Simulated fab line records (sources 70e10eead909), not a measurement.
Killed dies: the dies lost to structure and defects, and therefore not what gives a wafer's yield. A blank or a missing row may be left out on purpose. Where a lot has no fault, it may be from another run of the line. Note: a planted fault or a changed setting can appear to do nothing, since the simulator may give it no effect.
Which of the tools did it? :: flow nand harc :: 12 lots, 36 wafers sampled, at 5 steps of a route of 1302

## WHAT EACH GAUGE READ, for each wafer
The record holds no reading of a measuring or inspecting step that can be judged against a usual standard deviation.

## WHICH TOOL RAN EACH LOT (tool, then ch and the chambers of the sampled wafers, then the start)
lot: L850
NHARC_P_M1_PRE_CLEAN_32: pecvd-03 ch 0,1,2, day 6 15:13
NHARC_P_M2_STRIP_18: rie diel-05 ch 1,2,3, day 6 17:05
NHARC_P_M2_ECD_22: ecd cu-02 ch 0,1, day 6 18:08
NHARC_P_M2_CMP_23: cmp-02 ch 1,2,3, day 6 18:50
NHARC_P_M2_DEP_33: pecvd-02 ch 0,1,2, day 6 19:28

lot: L851
NHARC_P_M1_PRE_CLEAN_32: pecvd-03 ch 0,1, day 7 03:57
NHARC_P_M2_STRIP_18: rie diel-03 ch 2,3, day 7 05:49
NHARC_P_M2_ECD_22: ecd cu-01 ch 0,1, day 7 06:52
NHARC_P_M2_CMP_23: cmp-01 ch 0,1,3, day 7 07:37
NHARC_P_M2_DEP_33: pecvd-02 ch 0,2, day 7 08:15

lot: L857
NHARC_P_M1_PRE_CLEAN_32: pecvd-03 ch 1,2, day 9 14:55
NHARC_P_M2_STRIP_18: rie diel-05 ch 0,2,3, day 9 16:52
NHARC_P_M2_ECD_22: ecd cu-01 ch 0,1, day 9 17:51
NHARC_P_M2_CMP_23: cmp-01 ch 0,2,3, day 9 18:36
NHARC_P_M2_DEP_33: pecvd-01 ch 0,1,2, day 9 19:13

lot: L862
NHARC_P_M1_PRE_CLEAN_32: pecvd-03 ch 0,1, day 11 19:01
NHARC_P_M2_STRIP_18: rie diel-05 ch 0,2, day 11 20:52
NHARC_P_M2_ECD_22: ecd cu-02 ch 0, day 11 21:59
NHARC_P_M2_CMP_23: cmp-04 ch 0,3, day 11 22:42
NHARC_P_M2_DEP_33: pecvd-01 ch 0,1,2, day 11 23:22

lot: L863
NHARC_P_M1_PRE_CLEAN_32: pecvd-03 ch 0,1,2, day 12 11:18
NHARC_P_M2_STRIP_18: rie diel-05 ch 0,1,3, day 12 13:19
NHARC_P_M2_ECD_22: ecd cu-02 ch 0,1, day 12 14:20
NHARC_P_M2_CMP_23: cmp-01 ch 1,2,3, day 12 15:04
NHARC_P_M2_DEP_33: pecvd-01 ch 1,2, day 12 16:01

lot: L864
NHARC_P_M1_PRE_CLEAN_32: pecvd-01 ch 0,1,2, day 12 11:56
NHARC_P_M2_STRIP_18: rie diel-05 ch 0,1, day 12 13:49
NHARC_P_M2_ECD_22: ecd cu-01 ch 0,1, day 12 14:55
NHARC_P_M2_CMP_23: cmp-04 ch 0,2, day 12 15:32
NHARC_P_M2_DEP_33: pecvd-03 ch 0,2, day 12 16:15

lot: L865
NHARC_P_M1_PRE_CLEAN_32: pecvd-01 ch 0,1,2, day 12 22:54
NHARC_P_M2_STRIP_18: rie diel-05 ch 0,3, day 13 00:47
NHARC_P_M2_ECD_22: ecd cu-01 ch 0,1, day 13 01:49
NHARC_P_M2_CMP_23: cmp-01 ch 2,3, day 13 02:32
NHARC_P_M2_DEP_33: pecvd-03 ch 0,1,2, day 13 03:09

lot: L866
NHARC_P_M1_PRE_CLEAN_32: pecvd-02 ch 0,1, day 13 04:25
NHARC_P_M2_STRIP_18: rie diel-04 ch 0,3, day 13 06:23
NHARC_P_M2_ECD_22: ecd cu-01 ch 0,1, day 13 07:35
NHARC_P_M2_CMP_23: cmp-01 ch 0,1,3, day 13 08:13
NHARC_P_M2_DEP_33: pecvd-01 ch 0,1, day 13 08:48

lot: L868
NHARC_P_M1_PRE_CLEAN_32: pecvd-03 ch 0,1,2, day 14 06:28
NHARC_P_M2_STRIP_18: rie diel-04 ch 0,2, day 14 08:34
NHARC_P_M2_ECD_22: ecd cu-01 ch 0, day 14 09:34
NHARC_P_M2_CMP_23: cmp-04 ch 0,1,2, day 14 10:18
NHARC_P_M2_DEP_33: pecvd-02 ch 0,1, day 14 11:01

lot: L869
NHARC_P_M1_PRE_CLEAN_32: pecvd-01 ch 0,1, day 14 16:34
NHARC_P_M2_STRIP_18: rie diel-04 ch 0,3, day 14 18:20
NHARC_P_M2_ECD_22: ecd cu-02 ch 0,1, day 14 19:18
NHARC_P_M2_CMP_23: cmp-04 ch 0,2,3, day 14 20:05
NHARC_P_M2_DEP_33: pecvd-02 ch 0,1, day 14 20:45

lot: L871
NHARC_P_M1_PRE_CLEAN_32: pecvd-03 ch 0,1,2, day 15 13:09
NHARC_P_M2_STRIP_18: rie diel-04 ch 0,1, day 15 15:10
NHARC_P_M2_ECD_22: ecd cu-01 ch 1, day 15 16:13
NHARC_P_M2_CMP_23: cmp-04 ch 1,2, day 15 17:13
NHARC_P_M2_DEP_33: pecvd-01 ch 0,2, day 15 17:50

lot: L872
NHARC_P_M1_PRE_CLEAN_32: pecvd-03 ch 0,2, day 16 04:22
NHARC_P_M2_STRIP_18: rie diel-04 ch 0,1, day 16 06:07
NHARC_P_M2_ECD_22: ecd cu-01 ch 0,1, day 16 07:05
NHARC_P_M2_CMP_23: cmp-01 ch 0,1,2, day 16 07:54
NHARC_P_M2_DEP_33: pecvd-02 ch 0, day 16 08:43
- NHARC_P_M1_PRE_CLEAN_32: time 12 s.
- NHARC_P_M2_STRIP_18: strips in N2/H2.
- NHARC_P_M2_ECD_22: material Cu, target thk 400 nm.
- NHARC_P_M2_CMP_23: polishes, t overpolish 20 s, target thk 144.3 nm.
- NHARC_P_M2_DEP_33: deposits SiCN, target thk 30 nm.

## AS READ BY THE TOOLS THEMSELVES (means over the sampled wafers that have a number; for cases with no such wafer, the mark the record gives instead)
NHARC_P_M1_PRE_CLEAN_32. Usual: heater power w reads 630 W (standard deviation 79).
lot: L850
tool: pecvd-03
heater power w (W): 614
flag: 

lot: L851
tool: pecvd-03
heater power w (W): 556
flag: 

lot: L857
tool: pecvd-03
heater power w (W): 635
flag: 

lot: L862
tool: pecvd-03
heater power w (W): 570
flag: 

lot: L863
tool: pecvd-03
heater power w (W): 602
flag: 

lot: L864
tool: pecvd-01
heater power w (W): 661
flag: 

lot: L865
tool: pecvd-01
heater power w (W): 638
flag: 

lot: L866
tool: pecvd-02
heater power w (W): 686
flag: 

lot: L868
tool: pecvd-03
heater power w (W): 599
flag: 

lot: L869
tool: pecvd-01
heater power w (W): 646
flag: 

lot: L871
tool: pecvd-03
heater power w (W): 581
flag: 

lot: L872
tool: pecvd-03
heater power w (W): 676
flag: 

NHARC_P_M2_STRIP_18. Usual: drypump motor current A 5.6 A, standard deviation 0.53; oes product au 1.003 a.u., standard deviation 0.013; rf vpp V 90.7 V, standard deviation 0.89; showerhead plenum p Torr 2.05 Torr, standard deviation 0.083; throttle valve pct 14.171 %, standard deviation 0.0092.
lot: L850
tool: rie diel-05
drypump motor current A (A): 5.8
oes product au (a.u.): 1.014
rf vpp V (V): 90.8
showerhead plenum p Torr (Torr): 2.08
throttle valve pct (%): 14.167
flag: 

lot: L851
tool: rie diel-03
drypump motor current A (A): 5.4
oes product au (a.u.): 0.990
rf vpp V (V): 89.5
showerhead plenum p Torr (Torr): 1.96
throttle valve pct (%): 14.173
flag: 

lot: L857
tool: rie diel-05
drypump motor current A (A): 5.6
oes product au (a.u.): 1.013
rf vpp V (V): 91.4
showerhead plenum p Torr (Torr): 2.11
throttle valve pct (%): 14.179
flag: 

lot: L862
tool: rie diel-05
drypump motor current A (A): 5.1
oes product au (a.u.): 1.014
rf vpp V (V): 90.6
showerhead plenum p Torr (Torr): 2.05
throttle valve pct (%): 14.171
flag: 

lot: L863
tool: rie diel-05
drypump motor current A (A): 5.7
oes product au (a.u.): 1.005
rf vpp V (V): 90.8
showerhead plenum p Torr (Torr): 2.06
throttle valve pct (%): 14.162
flag: 

lot: L864
tool: rie diel-05
drypump motor current A (A): 5.5
oes product au (a.u.): 1.007
rf vpp V (V): 90.1
showerhead plenum p Torr (Torr): 1.97
throttle valve pct (%): 14.179
flag: 

lot: L865
tool: rie diel-05
drypump motor current A (A): 5.5
oes product au (a.u.): 1.007
rf vpp V (V): 91.4
showerhead plenum p Torr (Torr): 2.09
throttle valve pct (%): 14.172
flag: 

lot: L866
tool: rie diel-04
drypump motor current A (A): 5.8
oes product au (a.u.): 0.996
rf vpp V (V): 90.7
showerhead plenum p Torr (Torr): 2.03
throttle valve pct (%): 14.177
flag: 

lot: L868
tool: rie diel-04
drypump motor current A (A): 5.7
oes product au (a.u.): 0.992
rf vpp V (V): 90.6
showerhead plenum p Torr (Torr): 2.11
throttle valve pct (%): 14.172
flag: 

lot: L869
tool: rie diel-04
drypump motor current A (A): 5.8
oes product au (a.u.): 1.009
rf vpp V (V): 89.9
showerhead plenum p Torr (Torr): 2.00
throttle valve pct (%): 14.161
flag: 

lot: L871
tool: rie diel-04
drypump motor current A (A): 6.0
oes product au (a.u.): 0.999
rf vpp V (V): 90.0
showerhead plenum p Torr (Torr): 2.04
throttle valve pct (%): 14.174
flag: 

lot: L872
tool: rie diel-04
drypump motor current A (A): 6.2
oes product au (a.u.): 1.006
rf vpp V (V): 90.8
showerhead plenum p Torr (Torr): 2.10
throttle valve pct (%): 14.168
flag: 

NHARC_P_M2_CMP_23. Usual: motor current A 11.9 A, standard deviation 1.2; retaining ring pressure frac 1.000, standard deviation 0.0054; time to endpoint s 30 s, standard deviation 3.4.
lot: L850
tool: cmp-02
motor current A (A): 12.7
retaining ring pressure frac: 1.005
time to endpoint s (s): 31
flag: 

lot: L851
tool: cmp-01
motor current A (A): 12.4
retaining ring pressure frac: 1.001
time to endpoint s (s): 28
flag: 

lot: L857
tool: cmp-01
motor current A (A): 12.3
retaining ring pressure frac: 1.000
time to endpoint s (s): 21
flag: 

lot: L862
tool: cmp-04
motor current A (A): 10.3
retaining ring pressure frac: 1.005
time to endpoint s (s): 28
flag: 

lot: L863
tool: cmp-01
motor current A (A): 11.9
retaining ring pressure frac: 0.997
time to endpoint s (s): 27
flag: 

lot: L864
tool: cmp-04
motor current A (A): 11.1
retaining ring pressure frac: 0.994
time to endpoint s (s): 31
flag: 

lot: L865
tool: cmp-01
motor current A (A): 11.8
retaining ring pressure frac: 0.996
time to endpoint s (s): 26
flag: 

lot: L866
tool: cmp-01
motor current A (A): 12.4
retaining ring pressure frac: 0.997
time to endpoint s (s): 32
flag: 

lot: L868
tool: cmp-04
motor current A (A): 11.9
retaining ring pressure frac: 1.000
time to endpoint s (s): 31
flag: 

lot: L869
tool: cmp-04
motor current A (A): 10.9
retaining ring pressure frac: 0.997
time to endpoint s (s): 29
flag: 

lot: L871
tool: cmp-04
motor current A (A): 12.1
retaining ring pressure frac: 1.000
time to endpoint s (s): 32
flag: 

lot: L872
tool: cmp-01
motor current A (A): 13.0
retaining ring pressure frac: 0.996
time to endpoint s (s): 31
flag: 

NHARC_P_M2_DEP_33. Usual: heater power w reads 590 W (standard deviation 80).
lot: L850
tool: pecvd-02
heater power w (W): 625
flag: 

lot: L851
tool: pecvd-02
heater power w (W): 590
flag: 

lot: L857
tool: pecvd-01
heater power w (W): 588
flag: 

lot: L862
tool: pecvd-01
heater power w (W): 576
flag: 

lot: L863
tool: pecvd-01
heater power w (W): 616
flag: 

lot: L864
tool: pecvd-03
heater power w (W): 577
flag: 

lot: L865
tool: pecvd-03
heater power w (W): 531
flag: 

lot: L866
tool: pecvd-01
heater power w (W): 569
flag: 

lot: L868
tool: pecvd-02
heater power w (W): 724
flag: 

lot: L869
tool: pecvd-02
heater power w (W): 667
flag: 

lot: L871
tool: pecvd-01
heater power w (W): 611
flag: 

lot: L872
tool: pecvd-02
heater power w (W): 548
flag: 

## THE ANSWER, worked out from the rows above alone
Rule: a lot counts as off when the mean over its wafers that have a number is more than 3 standard deviations away from the usual mean. Also off: a lot with no number at a reading for which 4 or more lots have one. The other lots that the step has rows for count as sound. After the gauges, taken in route order, come the tools' own readings; for these a lot's mean is taken, as printed above. The first step at which some lot is off is used, and at that step the reading that is off furthest; a lot without a number counts as furthest.
Nothing can be told from this: no lot is off at any reading shown.

## WHAT WAS PUT IN BY THE SIMULATOR
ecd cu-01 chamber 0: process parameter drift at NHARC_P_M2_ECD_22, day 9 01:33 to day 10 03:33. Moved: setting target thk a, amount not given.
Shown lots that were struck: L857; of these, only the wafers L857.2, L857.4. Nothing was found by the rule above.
